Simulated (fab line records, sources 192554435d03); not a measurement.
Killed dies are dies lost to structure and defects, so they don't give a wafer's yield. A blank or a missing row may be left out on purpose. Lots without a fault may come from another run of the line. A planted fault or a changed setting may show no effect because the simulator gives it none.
Which tool did it? | flow n5_finfet | 10 lots, 30 wafers sampled, at 5 steps of a route of 1938

WHAT THE GAUGES READ, wafer by wafer
N5_BEOL_M3_OVL_MEAS_12.
lot  | measured     | on         | M3_OVL (nm)
L715 | day 7 01:57  | overlay-01 | -0.4 -0.1 0.4
L717 | day 8 07:56  | overlay-02 | 0.3 1.1 0.2
L718 | day 8 10:59  | overlay-02 | 0.2 0.1 1.0
L721 | day 8 12:57  | overlay-01 | -0.2 0.4 -0.5
L722 | day 8 20:46  | overlay-01 | 0.2 0.8 0.2
L725 | day 9 14:40  | overlay-01 | -0.4 -0.6 0.2
L730 | day 11 00:22 | overlay-01 | -0.7 0.2 0.1
L731 | day 11 07:51 | overlay-01 | -1.6 -0.9 -0.5
L734 | day 11 22:01 | overlay-01 | 0.1 -0.9 -0.1
L735 | day 12 19:29 | overlay-01 | 0.5 0.6 0.3

N5_BEOL_M4_RC_MEAS_101.
lot  | measured     | on        | DIBL_N (mV/V)  | DIBL_P (mV/V)  | IOFF_N (nA/um)    | IOFF_P (nA/um) | ION_N (uA/um) | ION_P (uA/um) | SS_N (mV/dec)  | SS_P (mV/dec)  | VT_N (mV)         | VT_P (mV)
L715 | day 7 17:38  | prober-01 | 35.5 34.1 34.8 | 35.6 33.7 34.4 | 0.172 0.148 0.159 | 0.26 0.23 0.24 | 685 678 681   | 473 478 474   | 71.3 71.3 71.0 | 73.5 73.0 72.9 | 250.0 248.9 248.9 | -243 -246 -244
L717 | day 9 00:26  | prober-01 | 34.8 36.4 32.5 | 34.6 37.3 32.9 | 0.127 0.172 0.114 | 0.20 0.26 0.19 | 660 683 669   | 460 474 470   | 71.4 71.5 70.7 | 71.7 73.3 72.3 | 253.8 250.2 250.5 | -248 -246 -247
L718 | day 9 04:48  | prober-02 | 36.3 38.0 36.7 | 36.2 39.1 35.7 | 0.161 0.208 0.169 | 0.22 0.28 0.21 | 674 682 674   | 462 465 454   | 71.1 72.0 71.8 | 74.1 73.7 73.2 | 249.6 246.3 250.4 | -247 -248 -247
L721 | day 9 05:35  | prober-01 | 35.8 37.2 35.4 | 37.4 38.3 36.6 | 0.168 0.183 0.158 | 0.24 0.24 0.21 | 689 681 666   | 473 463 459   | 71.4 71.7 70.7 | 73.3 73.6 73.8 | 248.0 246.9 249.3 | -249 -247 -252
L722 | day 9 16:41  | prober-01 | 36.4 36.4 35.4 | 34.8 35.9 34.2 | 0.153 0.160 0.147 | 0.20 0.23 0.20 | 671 677 670   | 464 474 465   | 71.4 71.3 70.6 | 73.4 73.2 72.6 | 250.6 248.7 249.6 | -250 -247 -246
L725 | day 10 14:10 | prober-02 | 35.7 34.4 33.6 | 35.9 34.8 33.0 | 0.157 0.137 0.122 | 0.21 0.20 0.17 | 667 666 648   | 456 463 452   | 71.3 70.3 71.2 | 73.0 73.0 71.8 | 250.1 248.8 253.3 | -247 -248 -251
L730 | day 11 15:05 | prober-02 | 34.8 34.5 34.4 | 35.3 34.6 35.7 | 0.136 0.142 0.152 | 0.16 0.16 0.17 | 656 669 681   | 454 453 458   | 71.0 70.9 71.0 | 73.2 73.3 72.9 | 249.6 250.4 247.1 | -255 -254 -254
L731 | day 12 01:50 | prober-01 | 36.9 35.4 35.4 | 35.9 34.5 34.0 | 0.178 0.158 0.147 | 0.21 0.20 0.18 | 678 664 662   | 461 453 445   | 72.2 72.0 71.9 | 73.9 72.6 73.1 | 247.4 249.4 252.3 | -249 -252 -254
L734 | day 13 00:23 | prober-01 | 35.5 37.5 35.4 | 35.9 38.4 35.7 | 0.162 0.193 0.156 | 0.25 0.28 0.24 | 663 680 667   | 465 472 462   | 72.1 72.4 71.2 | 72.7 74.2 72.8 | 249.5 248.3 249.9 | -243 -244 -248
L735 | day 13 21:21 | prober-02 | 36.1 37.1 37.0 | 34.4 36.0 36.6 | 0.142 0.142 0.158 | 0.15 0.17 0.18 | 664 643 674   | 450 441 450   | 70.9 71.9 71.8 | 72.8 73.1 73.2 | 249.5 253.3 248.2 | -258 -254 -255

WHICH TOOL RAN EACH LOT (tool, then ch and the chambers of the sampled wafers, then the start)
lot  | N5_BEOL_M2_ANNEAL_51             | N5_BEOL_M3_ILD_DEP_00           | N5_BEOL_M3_ETCH_64
L715 | rtp_anneal-01 ch 0, day 6 23:52  | pecvd-01 ch 0,1, day 7 00:47    | rie_diel-02 ch 0,3, day 7 02:07
L717 | rtp_anneal-01 ch 0, day 8 04:35  | pecvd-03 ch 0,1, day 8 05:30    | rie_diel-02 ch 0,3, day 8 08:07
L718 | rtp_anneal-01 ch 0, day 8 07:39  | pecvd-03 ch 0,1, day 8 08:38    | rie_diel-02 ch 0,2,3, day 8 11:13
L721 | rtp_anneal-02 ch 0, day 8 11:01  | pecvd-02 ch 1,2, day 8 11:54    | rie_diel-03 ch 1,2,3, day 8 13:18
L722 | rtp_anneal-02 ch 0, day 8 18:53  | pecvd-01 ch 0,1, day 8 19:48    | rie_diel-03 ch 0,2,3, day 8 20:56
L725 | rtp_anneal-01 ch 0, day 9 12:44  | pecvd-01 ch 0,1,2, day 9 13:40  | rie_diel-02 ch 0,1, day 9 14:50
L730 | rtp_anneal-01 ch 0, day 10 20:24 | pecvd-02 ch 0,1, day 10 21:25   | rie_diel-03 ch 1,3, day 11 00:33
L731 | rtp_anneal-02 ch 0, day 11 05:59 | pecvd-01 ch 0,1,2, day 11 06:54 | rie_diel-02 ch 1,2, day 11 08:01
L734 | rtp_anneal-02 ch 0, day 11 16:55 | pecvd-01 ch 0,1, day 11 17:50   | rie_diel-02 ch 0,1,3, day 11 22:13
L735 | rtp_anneal-02 ch 0, day 12 16:14 | pecvd-02 ch 0,1, day 12 17:10   | rie_diel-02 ch 1,3, day 12 19:58
- N5_BEOL_M2_ANNEAL_51: time 90 s.
- N5_BEOL_M3_ILD_DEP_00: deposits SiOC from DEMS/O2, target thk 79 nm, time 15.3 s.
- N5_BEOL_M3_ETCH_64: etches SOC in N2/H2, target depth 75 nm, overetch 15 nm, time 112.5 s.

WHAT THE TOOLS THEMSELVES READ (means of the sampled wafers that have a number; where no wafer has one, the mark that the record gives instead)
N5_BEOL_M2_ANNEAL_51.
lot  | tool          | wafer_temp_C_max
L715 | rtp_anneal-01 | 226.5
L717 | rtp_anneal-01 | 226.2
L718 | rtp_anneal-01 | 226.1
L721 | rtp_anneal-02 | 225.5
L722 | rtp_anneal-02 | 225.6
L725 | rtp_anneal-01 | 226.4
L730 | rtp_anneal-01 | 226.0
L731 | rtp_anneal-02 | 225.6
L734 | rtp_anneal-02 | 225.7
L735 | rtp_anneal-02 | 225.8

N5_BEOL_M3_ILD_DEP_00.
lot  | tool     | heater_power_w (W) | showerhead_plenum_p_Torr (Torr) | throttle_valve_pct (%)
L715 | pecvd-01 | 448                | 5.675                           | 12.0
L717 | pecvd-03 | 412                | 5.694                           | 12.5
L718 | pecvd-03 | 406                | 5.684                           | 12.5
L721 | pecvd-02 | 656                | 5.712                           | 11.8
L722 | pecvd-01 | 460                | 5.687                           | 12.2
L725 | pecvd-01 | 451                | 5.695                           | 11.7
L730 | pecvd-02 | 539                | 5.712                           | 12.3
L731 | pecvd-01 | 465                | 5.687                           | 11.8
L734 | pecvd-01 | 485                | 5.679                           | 12.1
L735 | pecvd-02 | 530                | 5.699                           | 12.0

N5_BEOL_M3_ETCH_64.
lot  | tool        | bias_w (W) | drypump_motor_current_A (A) | oes_product_au (a.u.) | rf_vpp_V (V) | showerhead_plenum_p_Torr (Torr) | throttle_valve_pct (%)
L715 | rie_diel-02 | 150.3      | 5.6                         | 0.62                  | 524.8        | 2.59                            | 17.98
L717 | rie_diel-02 | 150.0      | 5.6                         | 0.61                  | 524.3        | 2.58                            | 18.00
L718 | rie_diel-02 | 149.7      | 6.1                         | 0.66                  | 525.7        | 2.61                            | 17.79
L721 | rie_diel-03 | 150.0      | 5.5                         | 0.64                  | 524.6        | 2.56                            | 17.74
L722 | rie_diel-03 | 150.0      | 5.6                         | 0.64                  | 525.3        | 2.60                            | 17.74
L725 | rie_diel-02 | 149.7      | 5.3                         | 0.62                  | 523.9        | 2.56                            | 17.71
L730 | rie_diel-03 | 150.1      | 5.9                         | 0.62                  | 522.8        | 2.50                            | 17.81
L731 | rie_diel-02 | 150.3      | 6.2                         | 0.67                  | 525.4        | 2.59                            | 17.51
L734 | rie_diel-02 | 152.8      | 5.7                         | 0.62                  | 531.1        | 2.59                            | 17.81
L735 | rie_diel-02 | 155.9      | 5.8                         | 0.66                  | 537.9        | 2.61                            | 17.59

THE ANSWER, worked out from the rows above alone
Rule: what is usual is taken from the lots themselves. Put in order of their means at a reading, lots are off if they are a third of the lots or fewer, leave a main group of 4 or more, and stand apart from it by a gap of 3 or more times the standard deviation of the main group's means; of several such gaps the widest counts. A main group whose means are all the same, to the digits that the tables above print for the reading, isn't used. A lot without any number at a reading at which 4 lots or more have one is off too. The other lots that the step has rows for count as sound. The gauges are gone through in route order, then the tools' own readings, and for those a lot's mean is taken as printed above. The first step at which some lot is off is used, and at that step the reading that is off furthest; a lot without a number counts as furthest.
Off: L734, L735, at N5_BEOL_M3_ETCH_64 (bias_w). The main group: mean 150.0 W, standard deviation 0.21.
A tool fits if, at that step or a process step before it, it ran every lot that is off, and no sound lot after the first of them. Can't be told from this: 2 tools fit, rtp_anneal-02 at N5_BEOL_M2_ANNEAL_51, rie_diel-02 at N5_BEOL_M3_ETCH_64.

WHAT THE SIMULATOR HAD PUT IN
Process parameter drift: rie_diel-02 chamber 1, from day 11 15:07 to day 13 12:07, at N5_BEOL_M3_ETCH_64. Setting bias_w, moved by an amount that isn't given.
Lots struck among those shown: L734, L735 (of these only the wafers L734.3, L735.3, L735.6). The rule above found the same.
